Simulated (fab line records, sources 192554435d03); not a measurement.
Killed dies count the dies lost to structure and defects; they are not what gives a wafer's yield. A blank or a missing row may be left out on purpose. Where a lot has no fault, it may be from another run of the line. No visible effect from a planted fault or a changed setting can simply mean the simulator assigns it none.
Chamber matching :: flow n5Finfet :: N5_BEOL_M0_SAQP_PECVD_96 on pecvd-04 has 3 sister chambers
The step deposits a-Si from SiH4/He, target thk 45 nm, time 45.2 s. 3 wafers are shown with their chamber, then 9 later ones without.

== WAFERS PAIRED WITH THEIR CHAMBERS ==
wafer: L084.1
chamber: 2
showerheadPlenumPTorr (Torr): 5.75

wafer: L084.3
chamber: 0
showerheadPlenumPTorr (Torr): 5.66

wafer: L084.5
chamber: 1
showerheadPlenumPTorr (Torr): 5.58

== WAFERS MISSING THEIR CHAMBER ==
wafer: L089.2
showerheadPlenumPTorr (Torr): 5.65

wafer: L089.4
showerheadPlenumPTorr (Torr): 5.76

wafer: L089.5
showerheadPlenumPTorr (Torr): 5.65

wafer: L092.3
showerheadPlenumPTorr (Torr): 5.66

wafer: L092.5
showerheadPlenumPTorr (Torr): 5.65

wafer: L092.6
showerheadPlenumPTorr (Torr): 5.59

wafer: L094.2
showerheadPlenumPTorr (Torr): 5.60

wafer: L094.4
showerheadPlenumPTorr (Torr): 5.75

wafer: L094.5
showerheadPlenumPTorr (Torr): 5.65

== WHICH CHAMBER EACH WENT THROUGH ==
wafer: L089.2
from the rows above: 0
in truth: 0

wafer: L089.4
from the rows above: 2
in truth: 2

wafer: L089.5
from the rows above: 0
in truth: 0

wafer: L092.3
from the rows above: 0
in truth: 0

wafer: L092.5
from the rows above: 0
in truth: 0

wafer: L092.6
from the rows above: 1
in truth: 1

wafer: L094.2
from the rows above: 1
in truth: 1

wafer: L094.4
from the rows above: 2
in truth: 2

wafer: L094.5
from the rows above: 0
in truth: 0
Correctly placed: 9 of 9. Can't be placed from these rows: 0. Number placed wrongly: 0.
How it was worked out, from the rows above alone: a wafer's distance from a chamber is the root of the sum, over the readings, of the square of ((its reading less the chamber's mean) divided by the reading's scatter). If the next closest chamber is less than 2 further off than the closest, the wafer can't be placed; otherwise it belongs to the closest. The mean given for a chamber averages the wafers shown for that chamber. The scatter: with one shown wafer a chamber, the root of the mean of the squares of how far each hidden wafer lies from its nearest shown one.
